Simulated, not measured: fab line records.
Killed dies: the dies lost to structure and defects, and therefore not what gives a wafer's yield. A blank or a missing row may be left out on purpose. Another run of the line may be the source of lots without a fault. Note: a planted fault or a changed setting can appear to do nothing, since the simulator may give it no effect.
2 desks looking at one fault	flow n5Finfet	each desk holds nothing but its own numbers, with what lay behind them at the end

## DESK OF THE TOOL OWNER: aldMetal-03
The tool's own readings at N5_HKMG_FIN_ALD_71 (deposits TiN, target thk 1 nm, pulse time 1 s, purge time 3 s): means of the sampled wafers that have a number, for each lot that ran on this tool. A lot is out of limits, marked OUT, if its mean lies more than 4 standard deviations from the usual mean; the brackets give that distance.
Columns: A = chamberPressureTorr at N5_HKMG_FIN_ALD_71, usual 2.999 Torr; B = heaterPowerW at N5_HKMG_FIN_ALD_71, usual 869 W; C = precursorPulseHeightRel at N5_HKMG_FIN_ALD_71, usual 0.998
lot	first seen here	A	B	C
L275	day 6 18:54	3.003	842	1.001
L276	day 7 04:10	3.004	858	0.993
L288	day 9 14:25	3.003	896	1.002
L289	day 10 00:28	3.000	870	0.981
Result from this desk: across the 4 lots, nothing is out of limits.

## AT THE METROLOGY DESK
Lot by lot, what the gauges showed, no matter which tool ran the lot: averages of those sampled wafers that carry a number. A lot is out of limits, marked OUT, if its mean lies more than 4 standard deviations from the usual mean; the brackets give that distance. Shown here are 7 of its 10 readings, the ones lying furthest out on some lot.
Columns: A = DIBL_P at N5_BEOL_M4_RC_MEAS_101, usual 36.7 mV/V; B = IOFF_N at N5_BEOL_M4_RC_MEAS_101, usual 0.17 nA/um; C = IOFF_P at N5_BEOL_M4_RC_MEAS_101, usual 0.22 nA/um; D = ION_N at N5_BEOL_M4_RC_MEAS_101, usual 674 uA/um; E = SS_N at N5_BEOL_M4_RC_MEAS_101, usual 71.7 mV/dec; F = SS_P at N5_BEOL_M4_RC_MEAS_101, usual 73.4 mV/dec; G = VT_P at N5_BEOL_M4_RC_MEAS_101, usual -250 mV
lot	first seen here	A	B	C	D	E	F	G
L272	day 9 05:07	39.6	0.23	0.23	688	72.6	74.1	-252
L275	day 10 06:14	34.8	0.15	0.20	669	71.6	72.7	-250
L276	day 11 08:46	38.2	0.21	0.25	684	72.0	74.1	-248
L284	day 12 15:07	34.3	0.15	0.24	668	71.3	72.8	-245
L288	day 13 07:31	39.3	0.22	0.29	690	72.2	74.5	-246
L289	day 13 23:52	38.3	0.17	0.23	670	72.1	73.5	-250
Result from this desk: across the 6 lots, nothing is out of limits.

## ALL TOGETHER
The tool owner's desk saw nothing out of limits.
Nothing out of limits was seen by the metrology desk.

## WHAT THE SIMULATOR HAD PUT IN
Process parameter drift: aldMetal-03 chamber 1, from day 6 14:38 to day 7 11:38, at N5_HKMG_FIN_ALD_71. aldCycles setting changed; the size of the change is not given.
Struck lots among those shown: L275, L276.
